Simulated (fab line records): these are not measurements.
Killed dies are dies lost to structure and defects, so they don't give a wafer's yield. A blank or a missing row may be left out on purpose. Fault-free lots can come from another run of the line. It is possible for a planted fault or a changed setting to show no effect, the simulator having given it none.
The tool behind it: which one?    flow nandHarc    36 wafers sampled from 12 lots at 1 step of a route of 1302

WHAT EACH GAUGE READ, for each wafer
NHARC_P_M1_OVL_MEAS_10: pitch 260 nm.
lot   measured      on          overlayXNm (nm)
L076  day 6 21:34   overlay-01  0.1 0.0 0.3
L077  day 7 11:55   overlay-01  1.1 1.0 0.6
L079  day 8 06:48   overlay-02  -1.0 -1.2 -0.6
L080  day 8 23:44   overlay-02  1.8 2.1 2.2
L083  day 9 22:04   overlay-01  0.4 0.8 0.7
L085  day 10 17:22  overlay-01  1.3 1.1 0.9
L088  day 12 10:52  overlay-02  -0.3 -0.5 -0.6
L089  day 12 20:05  overlay-01  -0.6 -1.0 -0.6
L091  day 13 13:55  overlay-01  -0.5 0.0 -1.1
L093  day 14 04:44  overlay-01  -0.3 -0.2 -0.2
L095  day 15 03:28  overlay-02  -0.4 -0.8 -0.4
L097  day 15 19:17  overlay-02  0.4 -0.5 0.4

EACH LOT AND THE TOOL THAT RAN IT (in order: tool; ch and the chambers of the sampled wafers; start)
The record shows no process step preceding these readings.

THE ANSWER, worked out from the rows above alone
Rule: usual is defined by the lots themselves. The widest of any qualifying gaps counts: lots, ordered by their means at a reading, are off when they make up no more than a third of the lots, leave a main group of 4 or more, and stand apart from it by 3 or more times the standard deviation of that group's means. The tables above print the reading to a certain number of digits; a main group whose means all agree to those digits is not used. Also off: a lot with no number at a reading for which 4 or more lots have one. Where the step has rows for the other lots, those lots are counted as sound.
Across all readings shown, no lot is off: no conclusion can be drawn from this.

WHAT THE SIMULATOR PUT IN
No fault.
